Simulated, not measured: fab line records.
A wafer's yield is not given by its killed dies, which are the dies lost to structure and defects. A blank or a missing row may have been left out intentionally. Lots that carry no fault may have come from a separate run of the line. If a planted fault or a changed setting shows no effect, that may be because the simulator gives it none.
Chamber matching ; flow nand_harc ; NHARC_A_STAIRCASE_ETCH_169 on rie_diel-09 has 4 sister chambers
The step etches the open film in CH3F/O2, target depth 50 nm, time 107.1 s. 4 wafers are shown with their chamber, then 9 later ones without.

WAFERS PAIRED WITH THEIR CHAMBERS
wafer;chamber;showerhead_plenum_p_Torr (Torr)
L081.2;1;2.66
L086.2;2;2.48
L086.4;0;2.33
L086.6;3;2.47

WAFERS WITHOUT THEIR CHAMBER
wafer;showerhead_plenum_p_Torr (Torr)
L088.2;2.66
L088.5;2.66
L088.6;2.48
L092.2;2.33
L092.5;2.47
L092.6;2.47
L097.3;2.47
L097.4;2.46
L097.6;2.32

THE CHAMBER EACH PASSED THROUGH
wafer;from the rows above;in truth
L088.2;1;1
L088.5;1;1
L088.6;2;2
L092.2;0;0
L092.5;3;3
L092.6;3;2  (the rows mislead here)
L097.3;3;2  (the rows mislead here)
L097.4;3;3
L097.6;0;0
Correct placement for 7 of the 9. Left unplaced by these rows: 0. Placed wrongly: 2.
How it was worked out, from the rows above alone: a wafer's distance from a chamber is the root of the sum, over the readings, of the square of ((its reading less the chamber's mean) divided by the reading's scatter). The wafer belongs to the nearest chamber; if the next one is less than 2 further off, it can't be placed. For every chamber, the mean is computed from those of its wafers that are shown. The scatter: root of mean squared gap, hidden wafer to nearest shown wafer, with one shown wafer a chamber.
